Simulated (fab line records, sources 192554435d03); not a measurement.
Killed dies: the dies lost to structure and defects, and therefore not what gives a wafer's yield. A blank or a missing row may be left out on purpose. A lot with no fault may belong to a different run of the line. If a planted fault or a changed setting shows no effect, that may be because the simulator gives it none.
What tool caused it? :: flow n5-finfet :: 12 lots, 35 wafers sampled, at 3 steps of a route of 1938

== WHAT EACH GAUGE READ, for each wafer ==
N5_BEOL_M8_INSPECT_58: inspects for defects (darkfield). Usual: raw-defect-count 70, standard deviation 27.
lot: L482
measured: day 9 09:43
on: defect-inspect-01
raw-defect-count: 81 86 115
flag: 

lot: L484
measured: day 9 19:59
on: defect-inspect-01
raw-defect-count: 55 46 58
flag: 

lot: L486
measured: day 10 10:28
on: defect-inspect-02
raw-defect-count: 88 86 70
flag: 

lot: L485
measured: day 10 10:51
on: defect-inspect-01
raw-defect-count: 23 43 36
flag: 

lot: L488
measured: day 10 22:29
on: defect-inspect-02
raw-defect-count: 79 113 97
flag: 

lot: L487
measured: day 11 00:22
on: defect-inspect-02
raw-defect-count: 40 56 88
flag: 

lot: L489
measured: day 11 07:37
on: defect-inspect-01
raw-defect-count: 49 47 71
flag: 

lot: L494
measured: day 12 14:11
on: defect-inspect-02
raw-defect-count: 44 52 52
flag: 

lot: L495
measured: day 12 18:05
on: defect-inspect-01
raw-defect-count: 92 101
flag: 

lot: L493
measured: day 12 22:16
on: defect-inspect-02
raw-defect-count: 38 50 49
flag: 

lot: L499
measured: day 13 19:25
on: defect-inspect-01
raw-defect-count: 52 56 27
flag: 

lot: L503
measured: day 14 19:09
on: defect-inspect-01
raw-defect-count: 62 67 57
flag: 

N5_BEOL_M9_CD_MEAS_18: pitch 140 nm, target cd 70 nm. Usual: cd-nm 70.2 nm, standard deviation 0.56.
lot: L482
measured: day 9 12:25
on: cd-sem-03
cd-nm (nm): 70.2 69.7 69.8
flag: 

lot: L484
measured: day 10 00:40
on: cd-sem-02
cd-nm (nm): 69.8 70.7 70.0
flag: 

lot: L486
measured: day 10 13:24
on: cd-sem-03
cd-nm (nm): 69.1 69.5 70.4
flag: 

lot: L485
measured: day 10 13:51
on: cd-sem-01
cd-nm (nm): 70.1 69.8 70.1
flag: 

lot: L488
measured: day 11 00:37
on: cd-sem-03
cd-nm (nm): 70.5 70.5 70.6
flag: 

lot: L487
measured: day 11 06:09
on: cd-sem-03
cd-nm (nm): 69.9 69.3 70.2
flag: 

lot: L489
measured: day 11 13:02
on: cd-sem-03
cd-nm (nm): 70.0 70.0 70.5
flag: 

lot: L494
measured: day 12 18:01
on: cd-sem-01
cd-nm (nm): 69.5 69.6 69.8
flag: 

lot: L495
measured: day 12 22:40
on: cd-sem-01
cd-nm (nm): 69.8 69.4
flag: 

lot: L493
measured: day 13 01:01
on: cd-sem-01
cd-nm (nm): 70.0 71.0 71.0
flag: 

lot: L499
measured: day 13 22:05
on: cd-sem-02
cd-nm (nm): 70.8 71.0 71.0
flag: 

lot: L503
measured: day 14 21:37
on: cd-sem-02
cd-nm (nm): 70.6 70.0 70.8
flag: 

== WHICH TOOL RAN EACH LOT (tool, then ch and the chambers of the sampled wafers, then the start) ==
lot: L482
N5_BEOL_M9_CURE_71: uv-cure-01 ch 2, day 9 09:54

lot: L484
N5_BEOL_M9_CURE_71: uv-cure-03 ch 1, day 9 20:07

lot: L486
N5_BEOL_M9_CURE_71: uv-cure-02 ch 2, day 10 10:44

lot: L485
N5_BEOL_M9_CURE_71: uv-cure-03 ch 1, day 10 10:58

lot: L488
N5_BEOL_M9_CURE_71: uv-cure-02 ch 2, day 10 22:46

lot: L487
N5_BEOL_M9_CURE_71: uv-cure-03 ch 2, day 11 00:30

lot: L489
N5_BEOL_M9_CURE_71: uv-cure-02 ch 1, day 11 07:44

lot: L494
N5_BEOL_M9_CURE_71: uv-cure-03 ch 2, day 12 14:18

lot: L495
N5_BEOL_M9_CURE_71: uv-cure-02 ch 1, day 12 18:31

lot: L493
N5_BEOL_M9_CURE_71: uv-cure-01 ch 1, day 12 22:23

lot: L499
N5_BEOL_M9_CURE_71: uv-cure-02 ch 1, day 13 19:37

lot: L503
N5_BEOL_M9_CURE_71: uv-cure-03 ch 2, day 14 19:21
- N5_BEOL_M9_CURE_71: cures SiCOH lowk, time 240 s.

== AS READ BY THE TOOLS THEMSELVES (means over the sampled wafers that have a number; for cases with no such wafer, the mark the record gives instead) ==
N5_BEOL_M9_CURE_71. Usual: lamp-power-pct 52.32 %, standard deviation 0.053; wafer_temp_C_max 387.0, standard deviation 0.81.
lot: L482
tool: uv-cure-01
lamp-power-pct (%): 52.31
wafer_temp_C_max: 387.5
flag: 

lot: L484
tool: uv-cure-03
lamp-power-pct (%): 52.36
wafer_temp_C_max: 386.9
flag: 

lot: L486
tool: uv-cure-02
lamp-power-pct (%): 52.31
wafer_temp_C_max: 386.4
flag: 

lot: L485
tool: uv-cure-03
lamp-power-pct (%): 52.32
wafer_temp_C_max: 386.9
flag: 

lot: L488
tool: uv-cure-02
lamp-power-pct (%): 52.34
wafer_temp_C_max: 386.8
flag: 

lot: L487
tool: uv-cure-03
lamp-power-pct (%): 52.41
wafer_temp_C_max: 387.7
flag: 

lot: L489
tool: uv-cure-02
lamp-power-pct (%): 52.32
wafer_temp_C_max: 386.4
flag: 

lot: L494
tool: uv-cure-03
lamp-power-pct (%): 52.32
wafer_temp_C_max: 387.9
flag: 

lot: L495
tool: uv-cure-02
lamp-power-pct (%): 52.27
wafer_temp_C_max: 386.1
flag: 

lot: L493
tool: uv-cure-01
lamp-power-pct (%): 52.29
wafer_temp_C_max: 386.2
flag: 

lot: L499
tool: uv-cure-02
lamp-power-pct (%): 52.27
wafer_temp_C_max: 386.3
flag: 

lot: L503
tool: uv-cure-03
lamp-power-pct (%): 52.27
wafer_temp_C_max: 388.3
flag: 

== THE ANSWER, worked out from the rows above alone ==
Rule: a lot is off if the mean of its wafers that have a number lies more than 3 standard deviations from the usual mean. A lot without any number at a reading at which 4 lots or more have one is off too. The other lots that the step has rows for count as sound. After the gauges, taken in route order, come the tools' own readings; for these a lot's mean is taken, as printed above. At the first step where some lot is off, the reading lying furthest off is the one used; lots without a number count as furthest.
No lot is off on any of the readings shown, so nothing can be concluded from this.

== WHAT THE SIMULATOR HAD INSERTED ==
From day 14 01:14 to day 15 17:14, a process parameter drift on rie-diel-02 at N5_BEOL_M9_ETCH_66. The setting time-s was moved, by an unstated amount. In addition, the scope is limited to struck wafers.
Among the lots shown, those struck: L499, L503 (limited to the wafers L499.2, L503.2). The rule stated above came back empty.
